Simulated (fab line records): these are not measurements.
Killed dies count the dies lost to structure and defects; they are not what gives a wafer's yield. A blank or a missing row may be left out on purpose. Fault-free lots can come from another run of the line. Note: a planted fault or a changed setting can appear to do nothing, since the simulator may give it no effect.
fab line records -- flow nand_harc
record lots=24, wafers=72, last_day=33
route steps=1302 shown A_CONTACT@1016
lots untouched by any fault: they come from a run of this same line in which no faults occurred
start_h: hours from the record's opening day to when the first of the lot's shown wafers began -- wait_h: hours elapsed since this lot's preceding step -- " identical to the entry in the row above -- L1.1+2: several wafers, shown together as one row -- - no value present, or no start provided -- * or withheld: withheld -- < > ~ a bound
route shown NAME@n: NAME is a module with steps in the file, n the number in the route of the first one -- usual: mean and standard deviation over wafers with no fault -- same: alike in all rows -- chamber/n: place in a boat -- sites: readings site by site -- _std_site: how widely they spread, as a standard deviation -- _edge_site: inner sites' mean taken away from outer sites' mean -- radius_mm: for every site, how far away it sits from the centre of the wafer -- mask NAME#n: copy n -- behind: the tool/chamber that last shaped the wafer -- hold: cause of the lot's hold/its duration in hours/its outcome -- device: names the non-switching transistor (n, p or np) -- end of line: the tests these same wafers got at the end of their route -- for a step that has no rows: nothing shown but its recipe -- killed: dies lost to structure and defects at the first sort, not the wafer's yield -- map: dies across one wafer; x = killed, . = not, _ = none there
set.NAME: the setting that was run; set.NAME@STEP: the one run at that earlier step -- model.NAME: the simulator's own value behind a step, which no gauge read
one table for each step of the route and one row for each wafer, over a sample of lots
services: the hour from which a tool's chamber was out of use, counted from the record's first day as start_h (under 0 if before that day), plus the number of hours and why
## steps
# step NHARC_A_CONTACT_ETCH_122
# recipe source_w=withheld, pressure_mtorr=20, bias_v=3000, time_s=190, target_depth_a=18500, ar_flow_sccm=withheld, c4f8_flow_sccm=withheld, o2_flow_sccm=withheld, chemistry=C4F8/O2/Ar
lot.wafer,tool,chamber,start_h,wait_h,rf_hours_counter_h
L074.2,har_cap_etch-03,1,472.97,0.1,37
L074.5,har_cap_etch-03,1,472.97,0.1,-
L074.6,har_cap_etch-03,0,472.97,0.1,-
L076.2,har_cap_etch-02,1,504.84,0.1,84
L076.4,har_cap_etch-02,0,504.84,0.1,-
L076.5,har_cap_etch-02,1,504.84,0.1,-
L075.1,har_cap_etch-03,1,506.37,0.1,45
L075.3,har_cap_etch-03,0,506.37,0.1,-
L075.5,har_cap_etch-03,1,506.37,0.1,-
L077.2,har_cap_etch-02,0,509.28,0.1,86
L077.3,har_cap_etch-02,0,509.28,0.1,-
L077.6,har_cap_etch-02,1,509.28,0.1,-
L079.2,har_cap_etch-03,0,531.18,0.1,50
L079.4,har_cap_etch-03,0,531.18,0.1,-
L079.6,har_cap_etch-03,0,531.18,0.1,-
L078.1,har_cap_etch-02,1,531.33,0.1,92
L078.2,har_cap_etch-02,0,531.33,0.1,92
L078.3,har_cap_etch-02,0,531.33,0.1,-
L080.1,har_cap_etch-03,0,550.41,0.1,54
L080.4,har_cap_etch-03,1,550.41,0.1,-
L080.6,har_cap_etch-03,1,550.41,0.1,-
L081.1,har_cap_etch-01,1,566.51,0.1,8
L081.4,har_cap_etch-01,0,566.51,0.1,-
L081.6,har_cap_etch-01,0,566.51,0.1,-
L082.2,har_cap_etch-03,1,568.47,0.1,56
L082.3,har_cap_etch-03,0,568.47,0.1,-
L082.5,har_cap_etch-03,1,568.47,0.1,-
L083.2,har_cap_etch-01,0,576.41,0.1,10
L083.1,har_cap_etch-01,1,576.41,0.1,10
L083.3,har_cap_etch-01,1,576.41,0.1,-
L086.2,har_cap_etch-01,1,597.36,0.1,14
L086.3,har_cap_etch-01,1,597.36,0.1,-
L086.5,har_cap_etch-01,1,597.36,0.1,-
L084.3,har_cap_etch-02,1,597.74,0.1,-
L084.4,har_cap_etch-02,0,597.74,0.1,-
L084.5,har_cap_etch-02,1,597.74,0.1,-
L085.1,har_cap_etch-03,1,598.27,0.1,62
L085.2,har_cap_etch-03,0,598.27,0.1,62
L085.6,har_cap_etch-03,0,598.27,0.1,-
L089.2,har_cap_etch-02,0,628.20,0.1,107
L089.3,har_cap_etch-02,1,628.20,0.1,-
L089.5,har_cap_etch-02,0,628.20,0.1,-
L088.1,har_cap_etch-03,0,629.13,0.1,67
L088.4,har_cap_etch-03,0,629.13,0.1,-
L088.5,har_cap_etch-03,1,629.13,0.1,-
L087.3,har_cap_etch-01,1,634.34,0.1,-
L087.6,har_cap_etch-01,0,634.34,0.1,-
L087.5,har_cap_etch-01,1,634.34,0.1,-
L091.2,har_cap_etch-01,0,643.22,0.1,23
L091.4,har_cap_etch-01,0,643.22,0.1,-
L091.5,har_cap_etch-01,0,643.22,0.1,-
L090.2,har_cap_etch-02,0,643.49,0.1,111
L090.3,har_cap_etch-02,0,643.49,0.1,-
L090.6,har_cap_etch-02,1,643.49,0.1,-
L093.2,har_cap_etch-02,0,674.14,0.1,116
L093.1,har_cap_etch-02,1,674.14,0.1,116
L093.4,har_cap_etch-02,0,674.14,0.1,-
L092.2,har_cap_etch-03,0,677.11,0.1,76
L092.5,har_cap_etch-03,0,677.11,0.1,-
L092.6,har_cap_etch-03,1,677.11,0.1,-
L095.2,har_cap_etch-03,0,691.69,0.1,78
L095.3,har_cap_etch-03,0,691.69,0.1,-
L095.6,har_cap_etch-03,0,691.69,0.1,-
L094.2,har_cap_etch-03,0,699.10,0.2,80
L094.4,har_cap_etch-03,0,699.10,0.2,-
L094.5,har_cap_etch-03,0,699.10,0.2,-
L096.2,har_cap_etch-03,0,710.88,0.1,82
L096.3,har_cap_etch-03,0,710.88,0.1,-
L096.5,har_cap_etch-03,1,710.88,0.1,-
L097.3,har_cap_etch-02,1,721.34,0.1,-
L097.5,har_cap_etch-02,0,721.34,0.1,-
L097.6,har_cap_etch-02,1,721.34,0.1,-
# step NHARC_A_CONTACT_ETCH_123
# recipe source_w=withheld, pressure_mtorr=20, bias_v=400, time_s=490, target_depth_a=21100, ar_flow_sccm=withheld, c4f8_flow_sccm=11.5, o2_flow_sccm=7.2, chemistry=C4F8/O2/Ar
lot.wafer,tool,chamber,start_h,wait_h,rf_hours_counter_h
L074.2,har_cap_etch-03,1,473.14,0.1,37
L074.5,har_cap_etch-03,1,473.14,0.1,-
L074.6,har_cap_etch-03,0,473.14,0.1,-
L076.2,har_cap_etch-02,1,505.02,0.1,84
L076.4,har_cap_etch-02,0,505.02,0.1,-
L076.5,har_cap_etch-02,1,505.02,0.1,-
L075.1,har_cap_etch-03,1,506.60,0.2,45
L075.3,har_cap_etch-03,0,506.60,0.2,-
L075.5,har_cap_etch-03,1,506.60,0.2,-
L077.2,har_cap_etch-02,0,509.45,0.1,87
L077.3,har_cap_etch-02,0,509.45,0.1,-
L077.6,har_cap_etch-02,1,509.45,0.1,-
L079.2,har_cap_etch-03,0,531.35,0.1,50
L079.4,har_cap_etch-03,0,531.35,0.1,-
L079.6,har_cap_etch-03,0,531.35,0.1,-
L078.1,har_cap_etch-02,1,531.50,0.1,92
L078.2,har_cap_etch-02,0,531.50,0.1,92
L078.3,har_cap_etch-02,0,531.50,0.1,-
L080.1,har_cap_etch-03,0,550.58,0.1,54
L080.4,har_cap_etch-03,1,550.58,0.1,-
L080.6,har_cap_etch-03,1,550.58,0.1,-
L081.1,har_cap_etch-01,1,566.68,0.1,8
L081.4,har_cap_etch-01,0,566.68,0.1,-
L081.6,har_cap_etch-01,0,566.68,0.1,-
L082.2,har_cap_etch-03,1,568.70,0.2,56
L082.3,har_cap_etch-03,0,568.70,0.2,-
L082.5,har_cap_etch-03,1,568.70,0.2,-
L083.2,har_cap_etch-01,0,576.58,0.1,10
L083.1,har_cap_etch-01,1,576.58,0.1,10
L083.3,har_cap_etch-01,1,576.58,0.1,-
L086.2,har_cap_etch-01,1,597.54,0.1,14
L086.3,har_cap_etch-01,1,597.54,0.1,-
L086.5,har_cap_etch-01,1,597.54,0.1,-
L084.3,har_cap_etch-02,1,598.02,0.3,-
L084.4,har_cap_etch-02,0,598.02,0.3,-
L084.5,har_cap_etch-02,1,598.02,0.3,-
L085.1,har_cap_etch-03,1,598.44,0.1,62
L085.2,har_cap_etch-03,0,598.44,0.1,62
L085.6,har_cap_etch-03,0,598.44,0.1,-
L089.2,har_cap_etch-02,0,628.43,0.2,107
L089.3,har_cap_etch-02,1,628.43,0.2,-
L089.5,har_cap_etch-02,0,628.43,0.2,-
L088.1,har_cap_etch-03,0,629.30,0.1,67
L088.4,har_cap_etch-03,0,629.30,0.1,-
L088.5,har_cap_etch-03,1,629.30,0.1,-
L087.3,har_cap_etch-01,1,634.68,0.3,-
L087.6,har_cap_etch-01,0,634.68,0.3,-
L087.5,har_cap_etch-01,1,634.68,0.3,-
L091.2,har_cap_etch-01,0,643.45,0.2,24
L091.4,har_cap_etch-01,0,643.45,0.2,-
L091.5,har_cap_etch-01,0,643.45,0.2,-
L090.2,har_cap_etch-02,0,643.72,0.2,111
L090.3,har_cap_etch-02,0,643.72,0.2,-
L090.6,har_cap_etch-02,1,643.72,0.2,-
L093.2,har_cap_etch-02,0,675.62,1.5,117
L093.1,har_cap_etch-02,1,675.62,1.5,117
L093.4,har_cap_etch-02,0,675.62,1.5,-
L092.2,har_cap_etch-03,0,677.28,0.1,76
L092.5,har_cap_etch-03,0,677.28,0.1,-
L092.6,har_cap_etch-03,1,677.28,0.1,-
L095.2,har_cap_etch-03,0,691.92,0.2,78
L095.3,har_cap_etch-03,0,691.92,0.2,-
L095.6,har_cap_etch-03,0,691.92,0.2,-
L094.2,har_cap_etch-03,0,699.40,0.3,80
L094.4,har_cap_etch-03,0,699.40,0.3,-
L094.5,har_cap_etch-03,0,699.40,0.3,-
L096.2,har_cap_etch-03,0,711.05,0.1,83
L096.3,har_cap_etch-03,0,711.05,0.1,-
L096.5,har_cap_etch-03,1,711.05,0.1,-
L097.3,har_cap_etch-02,1,721.68,0.3,-
L097.5,har_cap_etch-02,0,721.68,0.3,-
L097.6,har_cap_etch-02,1,721.68,0.3,-
# step NHARC_A_CONTACT_STRIP_55
# recipe o2_flow_sccm=500, ar_flow_sccm=0, bias_w=0, chemistry=O2
# usual drypump_motor_current_A=5.8/0.53, oes_product_au=1.000/0.012, rf_vpp_V=57.7/0.89, showerhead_plenum_p_Torr=3.50/0.14, throttle_valve_pct=17.036/0.0092
# same bias_w=0
lot.wafer,tool,chamber,start_h,wait_h,drypump_motor_current_A,oes_product_au,rf_hours_counter_h,rf_vpp_V,showerhead_plenum_p_Torr,throttle_valve_pct
L074.2,rie_diel-01,2,-,-,5.7,0.980,28,57.3,3.50,17.055
L074.5,rie_diel-01,1,-,-,6.8,1.005,-,58.2,3.56,17.038
L074.6,rie_diel-01,2,-,-,5.7,0.987,-,56.4,3.50,17.043
L076.2,rie_diel-01,3,-,-,4.9,0.999,38,57.8,3.34,17.030
L076.4,rie_diel-01,1,-,-,6.7,1.007,36,59.3,3.55,17.023
L076.5,rie_diel-01,3,-,-,4.9,1.009,-,56.6,3.34,17.029
L075.1,rie_diel-06,1,-,-,5.5,0.994,7,57.8,3.59,17.033
L075.3,rie_diel-06,0,-,-,5.6,0.998,8,58.6,3.65,17.036
L075.5,rie_diel-06,2,-,-,5.0,0.999,-,56.4,3.46,17.042
L077.2,rie_diel-06,0,-,-,5.7,0.998,8,57.9,3.65,17.043
L077.3,rie_diel-06,3,-,-,6.5,0.998,6,57.5,3.80,17.036
L077.6,rie_diel-06,1,-,-,5.5,1.001,-,58.1,3.59,17.027
L079.4,rie_diel-06,3,-,-,6.5,1.020,15,58.6,3.80,17.047
L079.2,rie_diel-06,0,-,-,5.6,1.028,14,57.7,3.65,17.036
L079.6,rie_diel-06,3,-,-,6.5,1.021,-,58.6,3.80,17.053
L078.3,rie_diel-01,1,-,-,6.7,1.005,47,57.3,3.54,17.034
L078.2,rie_diel-01,2,-,-,5.7,0.982,51,56.1,3.48,17.030
L078.1,rie_diel-01,0,-,-,5.5,0.984,48,58.7,3.50,17.038
L080.1,rie_diel-06,1,-,-,5.5,1.004,18,58.4,3.58,17.045
L080.4,rie_diel-06,2,-,-,5.1,1.005,19,57.7,3.46,17.042
L080.6,rie_diel-06,1,-,-,5.5,0.998,-,60.1,3.58,17.038
L082.2,rie_diel-04,2,-,-,5.8,0.993,4,58.0,3.30,17.028
L082.3,rie_diel-04,3,-,-,5.7,0.975,4,57.7,3.36,17.032
L082.5,rie_diel-04,2,-,-,5.9,0.991,-,56.7,3.30,17.042
L081.1,rie_diel-01,3,-,-,4.9,0.992,2,57.3,3.33,17.039
L081.4,rie_diel-01,0,-,-,5.5,0.997,4,57.7,3.49,17.031
L081.6,rie_diel-01,2,-,-,5.7,0.996,-,58.1,3.48,17.039
L083.1,rie_diel-04,3,-,-,5.7,0.983,6,59.6,3.36,17.021
L083.2,rie_diel-04,0,-,-,6.6,1.016,5,59.1,3.68,17.042
L083.3,rie_diel-04,1,-,-,6.0,1.003,5,58.1,3.40,17.030
L086.2,rie_diel-06,3,-,-,6.5,1.000,40,56.4,3.78,17.034
L086.3,rie_diel-06,1,-,-,5.5,1.005,35,57.2,3.57,17.043
L086.5,rie_diel-06,3,-,-,6.5,1.011,-,58.8,3.78,17.034
L084.3,rie_diel-01,2,-,-,5.7,1.001,12,58.3,3.47,17.039
L084.4,rie_diel-01,0,-,-,5.5,1.007,16,56.4,3.49,17.022
L084.5,rie_diel-01,1,-,-,6.7,1.025,-,57.9,3.53,17.028
L085.1,rie_diel-04,2,-,-,5.8,1.012,10,58.2,3.30,17.049
L085.2,rie_diel-04,3,-,-,5.7,0.977,10,57.0,3.36,17.044
L085.6,rie_diel-04,1,-,-,6.0,1.007,-,56.8,3.40,17.035
L089.3,rie_diel-04,2,-,-,5.9,1.003,14,58.9,3.29,17.038
L089.2,rie_diel-04,0,-,-,6.6,1.012,11,58.1,3.67,17.040
L089.5,rie_diel-04,2,-,-,5.9,0.999,-,58.1,3.29,17.043
L088.1,rie_diel-04,2,-,-,5.8,0.991,14,58.8,3.30,17.044
L088.4,rie_diel-04,0,-,-,6.6,1.016,11,58.0,3.67,17.022
L088.5,rie_diel-04,2,-,-,5.8,0.998,-,56.2,3.29,17.041
L087.3,rie_diel-01,0,-,-,5.5,0.986,31,59.4,3.48,17.029
L087.6,rie_diel-01,2,-,-,5.7,1.000,-,56.4,3.47,17.034
L087.5,rie_diel-01,3,-,-,4.9,0.981,-,57.0,3.32,17.047
L091.2,rie_diel-01,2,-,-,5.7,1.000,26,58.0,3.47,17.041
L091.4,rie_diel-01,3,-,-,4.9,0.993,30,57.5,3.32,17.041
L091.5,rie_diel-01,1,-,-,6.8,1.017,-,57.7,3.52,17.033
L090.2,rie_diel-06,1,-,-,5.5,0.994,51,59.1,3.56,17.024
L090.3,rie_diel-06,2,-,-,5.0,0.995,55,56.0,3.44,17.047
L090.6,rie_diel-06,0,-,-,5.7,1.001,-,58.5,3.63,17.037
L093.1,rie_diel-04,1,-,-,5.9,1.010,19,56.8,3.40,17.027
L093.2,rie_diel-04,3,-,-,5.7,0.983,20,56.4,3.36,17.029
L093.4,rie_diel-04,0,-,-,6.6,1.005,18,57.3,3.67,17.044
L092.2,rie_diel-06,1,-,-,5.5,0.987,3,59.7,3.56,17.053
L092.6,rie_diel-06,0,-,-,5.6,1.006,-,58.1,3.62,17.052
L092.5,rie_diel-06,1,-,-,5.5,0.987,-,57.1,3.56,17.050
L095.2,rie_diel-06,0,-,-,5.6,1.016,7,57.2,3.62,17.040
L095.3,rie_diel-06,1,-,-,5.5,0.999,7,57.8,3.56,17.040
L095.6,rie_diel-06,3,-,-,6.5,1.021,-,58.1,3.77,17.040
L094.2,rie_diel-04,3,-,-,5.7,0.975,22,56.6,3.35,17.020
L094.4,rie_diel-04,1,-,-,6.0,1.000,22,56.6,3.39,17.030
L094.5,rie_diel-04,3,-,-,5.7,0.978,-,58.5,3.35,17.019
L096.2,rie_diel-01,1,-,-,6.7,1.006,50,57.4,3.51,17.056
L096.3,rie_diel-01,2,-,-,5.7,0.992,50,56.8,3.45,17.030
L096.5,rie_diel-01,3,-,-,4.9,1.002,-,56.2,3.30,17.044
L097.3,rie_diel-04,1,-,-,6.0,1.008,0,57.6,3.39,17.043
L097.5,rie_diel-04,3,-,-,5.7,0.996,-,55.7,3.35,17.028
L097.6,rie_diel-04,0,-,-,6.6,1.009,-,59.0,3.67,17.047
# step NHARC_A_CONTACT_ETCH_126
# recipe source_w=withheld, pressure_mtorr=20, bias_v=3000, time_s=197, target_depth_a=19180, ar_flow_sccm=withheld, c4f8_flow_sccm=withheld, o2_flow_sccm=withheld, chemistry=C4F8/O2/Ar
lot.wafer,tool,chamber,start_h,wait_h,rf_hours_counter_h
L074.2,har_cap_etch-02,0,481.69,0.1,79
L074.5,har_cap_etch-02,1,481.69,0.1,-
L074.6,har_cap_etch-02,0,481.69,0.1,-
L076.2,har_cap_etch-03,1,513.09,0.1,45
L076.4,har_cap_etch-03,1,513.09,0.1,-
L076.5,har_cap_etch-03,0,513.09,0.1,-
L075.1,har_cap_etch-02,1,514.72,0.1,87
L075.3,har_cap_etch-02,1,514.72,0.1,-
L075.5,har_cap_etch-02,1,514.72,0.1,-
L077.2,har_cap_etch-01,0,517.73,0.1,0
L077.3,har_cap_etch-01,0,517.73,0.1,-
L077.6,har_cap_etch-01,1,517.73,0.1,-
L079.2,har_cap_etch-01,0,539.95,0.2,3
L079.4,har_cap_etch-01,1,539.95,0.2,-
L079.6,har_cap_etch-01,0,539.95,0.2,-
L078.2,har_cap_etch-03,0,540.60,0.1,51
L078.1,har_cap_etch-03,1,540.60,0.1,51
L078.3,har_cap_etch-03,1,540.60,0.1,-
L080.1,har_cap_etch-02,0,559.75,0.1,94
L080.4,har_cap_etch-02,0,559.75,0.1,-
L080.6,har_cap_etch-02,1,559.75,0.1,-
L082.2,har_cap_etch-02,1,577.02,0.1,97
L082.3,har_cap_etch-02,1,577.02,0.1,-
L082.5,har_cap_etch-02,1,577.02,0.1,-
L081.1,har_cap_etch-03,1,577.73,0.1,57
L081.4,har_cap_etch-03,1,577.73,0.1,-
L081.6,har_cap_etch-03,1,577.73,0.1,-
L083.1,har_cap_etch-01,0,584.77,0.1,11
L083.2,har_cap_etch-01,1,584.77,0.1,11
L083.3,har_cap_etch-01,0,584.77,0.1,-
L086.2,har_cap_etch-02,0,606.00,0.1,102
L086.3,har_cap_etch-02,0,606.00,0.1,-
L086.5,har_cap_etch-02,0,606.00,0.1,-
L084.4,har_cap_etch-03,0,607.09,0.1,-
L084.3,har_cap_etch-03,1,607.09,0.1,-
L084.5,har_cap_etch-03,0,607.09,0.1,-
L085.2,har_cap_etch-01,0,609.62,0.1,17
L085.1,har_cap_etch-01,1,609.62,0.1,17
L085.6,har_cap_etch-01,0,609.62,0.1,-
L089.2,har_cap_etch-02,1,636.64,0.1,108
L089.3,har_cap_etch-02,1,636.64,0.1,-
L089.5,har_cap_etch-02,1,636.64,0.1,-
L088.1,har_cap_etch-03,0,637.60,0.2,68
L088.4,har_cap_etch-03,1,637.60,0.2,-
L088.5,har_cap_etch-03,1,637.60,0.2,-
L087.3,har_cap_etch-03,0,642.77,0.1,-
L087.6,har_cap_etch-03,1,642.77,0.1,-
L087.5,har_cap_etch-03,0,642.77,0.1,-
L091.2,har_cap_etch-01,0,652.25,0.1,26
L091.4,har_cap_etch-01,0,652.25,0.1,-
L091.5,har_cap_etch-01,1,652.25,0.1,-
L090.2,har_cap_etch-02,1,652.88,0.1,113
L090.3,har_cap_etch-02,0,652.88,0.1,-
L090.6,har_cap_etch-02,1,652.88,0.1,-
L093.1,har_cap_etch-01,1,684.58,0.1,29
L093.2,har_cap_etch-01,0,684.58,0.1,29
L093.4,har_cap_etch-01,0,684.58,0.1,-
L092.2,har_cap_etch-02,0,685.74,0.1,117
L092.5,har_cap_etch-02,1,685.74,0.1,-
L092.6,har_cap_etch-02,0,685.74,0.1,-
L095.2,har_cap_etch-01,0,700.89,0.2,32
L095.3,har_cap_etch-01,1,700.89,0.2,-
L095.6,har_cap_etch-01,1,700.89,0.2,-
L094.2,har_cap_etch-02,1,708.81,0.1,120
L094.4,har_cap_etch-02,1,708.81,0.1,-
L094.5,har_cap_etch-02,0,708.81,0.1,-
L096.2,har_cap_etch-03,0,720.80,0.1,83
L096.3,har_cap_etch-03,0,720.80,0.1,-
L096.5,har_cap_etch-03,1,720.80,0.1,-
L097.3,har_cap_etch-02,0,733.29,0.1,-
L097.6,har_cap_etch-02,0,733.29,0.1,-
L097.5,har_cap_etch-02,1,733.29,0.1,-
# step NHARC_A_CONTACT_ETCH_129
# recipe source_w=withheld, pressure_mtorr=20, bias_v=3000, time_s=197, target_depth_a=19180, ar_flow_sccm=withheld, c4f8_flow_sccm=withheld, o2_flow_sccm=withheld, chemistry=C4F8/O2/Ar
lot.wafer,tool,chamber,start_h,wait_h,rf_hours_counter_h
L074.2,har_cap_etch-02,0,482.22,0.1,80
L074.5,har_cap_etch-02,1,482.22,0.1,-
L074.6,har_cap_etch-02,0,482.22,0.1,-
L076.2,har_cap_etch-03,1,513.62,0.1,46
L076.4,har_cap_etch-03,1,513.62,0.1,-
L076.5,har_cap_etch-03,0,513.62,0.1,-
L075.1,har_cap_etch-02,1,515.25,0.1,88
L075.3,har_cap_etch-02,1,515.25,0.1,-
L075.5,har_cap_etch-02,1,515.25,0.1,-
L077.2,har_cap_etch-01,0,518.26,0.1,1
L077.3,har_cap_etch-01,0,518.26,0.1,-
L077.6,har_cap_etch-01,1,518.26,0.1,-
L079.2,har_cap_etch-01,0,540.48,0.1,4
L079.4,har_cap_etch-01,1,540.48,0.1,-
L079.6,har_cap_etch-01,0,540.48,0.1,-
L078.2,har_cap_etch-03,0,541.14,0.1,51
L078.1,har_cap_etch-03,1,541.14,0.1,51
L078.3,har_cap_etch-03,1,541.14,0.1,-
L080.1,har_cap_etch-02,0,560.28,0.1,94
L080.4,har_cap_etch-02,0,560.28,0.1,-
L080.6,har_cap_etch-02,1,560.28,0.1,-
L082.2,har_cap_etch-02,1,577.54,0.1,98
L082.3,har_cap_etch-02,1,577.54,0.1,-
L082.5,har_cap_etch-02,1,577.54,0.1,-
L081.1,har_cap_etch-03,1,578.26,0.1,58
L081.4,har_cap_etch-03,1,578.26,0.1,-
L081.6,har_cap_etch-03,1,578.26,0.1,-
L083.1,har_cap_etch-01,0,585.30,0.1,12
L083.2,har_cap_etch-01,1,585.30,0.1,12
L083.3,har_cap_etch-01,0,585.30,0.1,-
L086.2,har_cap_etch-02,0,606.52,0.1,103
L086.3,har_cap_etch-02,0,606.52,0.1,-
L086.5,har_cap_etch-02,0,606.52,0.1,-
L084.4,har_cap_etch-03,0,607.62,0.1,-
L084.3,har_cap_etch-03,1,607.62,0.1,-
L084.5,har_cap_etch-03,0,607.62,0.1,-
L085.2,har_cap_etch-01,0,610.15,0.1,17
L085.1,har_cap_etch-01,1,610.15,0.1,17
L085.6,har_cap_etch-01,0,610.15,0.1,-
L089.2,har_cap_etch-02,1,637.18,0.1,108
L089.3,har_cap_etch-02,1,637.18,0.1,-
L089.5,har_cap_etch-02,1,637.18,0.1,-
L088.1,har_cap_etch-03,0,638.13,0.1,68
L088.4,har_cap_etch-03,1,638.13,0.1,-
L088.5,har_cap_etch-03,1,638.13,0.1,-
L087.3,har_cap_etch-03,0,643.30,0.1,-
L087.6,har_cap_etch-03,1,643.30,0.1,-
L087.5,har_cap_etch-03,0,643.30,0.1,-
L091.2,har_cap_etch-01,0,652.78,0.1,26
L091.4,har_cap_etch-01,0,652.78,0.1,-
L091.5,har_cap_etch-01,1,652.78,0.1,-
L090.2,har_cap_etch-02,1,653.41,0.1,114
L090.3,har_cap_etch-02,0,653.41,0.1,-
L090.6,har_cap_etch-02,1,653.41,0.1,-
L093.1,har_cap_etch-01,1,685.11,0.1,29
L093.2,har_cap_etch-01,0,685.11,0.1,29
L093.4,har_cap_etch-01,0,685.11,0.1,-
L092.2,har_cap_etch-02,0,686.27,0.1,118
L092.5,har_cap_etch-02,1,686.27,0.1,-
L092.6,har_cap_etch-02,0,686.27,0.1,-
L095.2,har_cap_etch-01,0,701.60,0.2,32
L095.3,har_cap_etch-01,1,701.60,0.2,-
L095.6,har_cap_etch-01,1,701.60,0.2,-
L094.2,har_cap_etch-02,1,709.34,0.1,121
L094.4,har_cap_etch-02,1,709.34,0.1,-
L094.5,har_cap_etch-02,0,709.34,0.1,-
L096.2,har_cap_etch-03,0,721.51,0.2,84
L096.3,har_cap_etch-03,0,721.51,0.2,-
L096.5,har_cap_etch-03,1,721.51,0.2,-
L097.3,har_cap_etch-02,0,733.82,0.1,-
L097.6,har_cap_etch-02,0,733.82,0.1,-
L097.5,har_cap_etch-02,1,733.82,0.1,-
# step NHARC_A_CONTACT_ETCH_131
# recipe source_w=withheld, pressure_mtorr=20, bias_v=3000, time_s=197, target_depth_a=19180, ar_flow_sccm=withheld, c4f8_flow_sccm=withheld, o2_flow_sccm=withheld, chemistry=C4F8/O2/Ar
lot.wafer,tool,chamber,start_h,wait_h,rf_hours_counter_h
L074.2,har_cap_etch-02,0,482.58,0.1,80
L074.5,har_cap_etch-02,1,482.58,0.1,-
L074.6,har_cap_etch-02,0,482.58,0.1,-
L076.2,har_cap_etch-03,1,513.97,0.1,46
L076.4,har_cap_etch-03,1,513.97,0.1,-
L076.5,har_cap_etch-03,0,513.97,0.1,-
L075.1,har_cap_etch-02,1,515.60,0.1,88
L075.3,har_cap_etch-02,1,515.60,0.1,-
L075.5,har_cap_etch-02,1,515.60,0.1,-
L077.2,har_cap_etch-01,0,518.61,0.1,1
L077.3,har_cap_etch-01,0,518.61,0.1,-
L077.6,har_cap_etch-01,1,518.61,0.1,-
L079.2,har_cap_etch-01,0,540.83,0.1,4
L079.4,har_cap_etch-01,1,540.83,0.1,-
L079.6,har_cap_etch-01,0,540.83,0.1,-
L078.2,har_cap_etch-03,0,541.49,0.1,52
L078.1,har_cap_etch-03,1,541.49,0.1,52
L078.3,har_cap_etch-03,1,541.49,0.1,-
L080.1,har_cap_etch-02,0,560.63,0.1,95
L080.4,har_cap_etch-02,0,560.63,0.1,-
L080.6,har_cap_etch-02,1,560.63,0.1,-
L082.2,har_cap_etch-02,1,577.90,0.1,98
L082.3,har_cap_etch-02,1,577.90,0.1,-
L082.5,har_cap_etch-02,1,577.90,0.1,-
L081.1,har_cap_etch-03,1,578.61,0.1,58
L081.4,har_cap_etch-03,1,578.61,0.1,-
L081.6,har_cap_etch-03,1,578.61,0.1,-
L083.1,har_cap_etch-01,0,585.65,0.1,12
L083.2,har_cap_etch-01,1,585.65,0.1,12
L083.3,har_cap_etch-01,0,585.65,0.1,-
L086.2,har_cap_etch-02,0,606.88,0.1,103
L086.3,har_cap_etch-02,0,606.88,0.1,-
L086.5,har_cap_etch-02,0,606.88,0.1,-
L084.4,har_cap_etch-03,0,607.97,0.1,-
L084.3,har_cap_etch-03,1,607.97,0.1,-
L084.5,har_cap_etch-03,0,607.97,0.1,-
L085.2,har_cap_etch-01,0,610.51,0.1,17
L085.1,har_cap_etch-01,1,610.51,0.1,17
L085.6,har_cap_etch-01,0,610.51,0.1,-
L089.2,har_cap_etch-02,1,637.53,0.1,109
L089.3,har_cap_etch-02,1,637.53,0.1,-
L089.5,har_cap_etch-02,1,637.53,0.1,-
L088.1,har_cap_etch-03,0,638.48,0.1,69
L088.4,har_cap_etch-03,1,638.48,0.1,-
L088.5,har_cap_etch-03,1,638.48,0.1,-
L087.3,har_cap_etch-03,0,643.65,0.1,-
L087.6,har_cap_etch-03,1,643.65,0.1,-
L087.5,har_cap_etch-03,0,643.65,0.1,-
L091.2,har_cap_etch-01,0,653.13,0.1,26
L091.4,har_cap_etch-01,0,653.13,0.1,-
L091.5,har_cap_etch-01,1,653.13,0.1,-
L090.2,har_cap_etch-02,1,653.76,0.1,114
L090.3,har_cap_etch-02,0,653.76,0.1,-
L090.6,har_cap_etch-02,1,653.76,0.1,-
L093.1,har_cap_etch-01,1,685.46,0.1,29
L093.2,har_cap_etch-01,0,685.46,0.1,29
L093.4,har_cap_etch-01,0,685.46,0.1,-
L092.2,har_cap_etch-02,0,686.63,0.1,118
L092.5,har_cap_etch-02,1,686.63,0.1,-
L092.6,har_cap_etch-02,0,686.63,0.1,-
L095.2,har_cap_etch-01,0,702.07,0.2,33
L095.3,har_cap_etch-01,1,702.07,0.2,-
L095.6,har_cap_etch-01,1,702.07,0.2,-
L094.2,har_cap_etch-02,1,709.69,0.1,121
L094.4,har_cap_etch-02,1,709.69,0.1,-
L094.5,har_cap_etch-02,0,709.69,0.1,-
L096.2,har_cap_etch-03,0,721.98,0.2,84
L096.3,har_cap_etch-03,0,721.98,0.2,-
L096.5,har_cap_etch-03,1,721.98,0.2,-
L097.3,har_cap_etch-02,0,734.17,0.1,-
L097.6,har_cap_etch-02,0,734.17,0.1,-
L097.5,har_cap_etch-02,1,734.17,0.1,-
## services
tool,chamber,start_h,hours,kind
rie_diel-04,0,462.46,-,clean
rie_diel-04,1,462.46,-,clean
rie_diel-04,2,462.46,-,clean
rie_diel-04,3,462.46,-,clean
rie_diel-06,0,466.44,-,clean
rie_diel-04,0,480.25,2.6,repair
rie_diel-06,-,484.25,9.0,pm
har_cap_etch-01,-,498.16,17.0,pm
har_cap_etch-01,0,498.16,17.0,vent_cycle
har_cap_etch-01,1,498.16,17.0,vent_cycle
har_cap_etch-01,0,515.16,-,clean
har_cap_etch-01,1,515.16,-,clean
rie_diel-04,2,521.24,4.1,repair
rie_diel-01,3,528.71,7.8,repair
rie_diel-04,-,532.46,9.0,pm
rie_diel-01,-,558.26,9.0,pm
rie_diel-06,0,595.74,4.3,repair
rie_diel-04,3,651.48,5.8,repair
rie_diel-06,2,654.40,3.1,repair
rie_diel-06,-,661.25,9.0,pm
rie_diel-04,-,665.26,1.2,repair
har_cap_etch-03,-,687.65,0.8,repair
rie_diel-04,-,709.46,9.0,pm
har_cap_etch-02,-,714.99,1.2,repair
## key
fault none
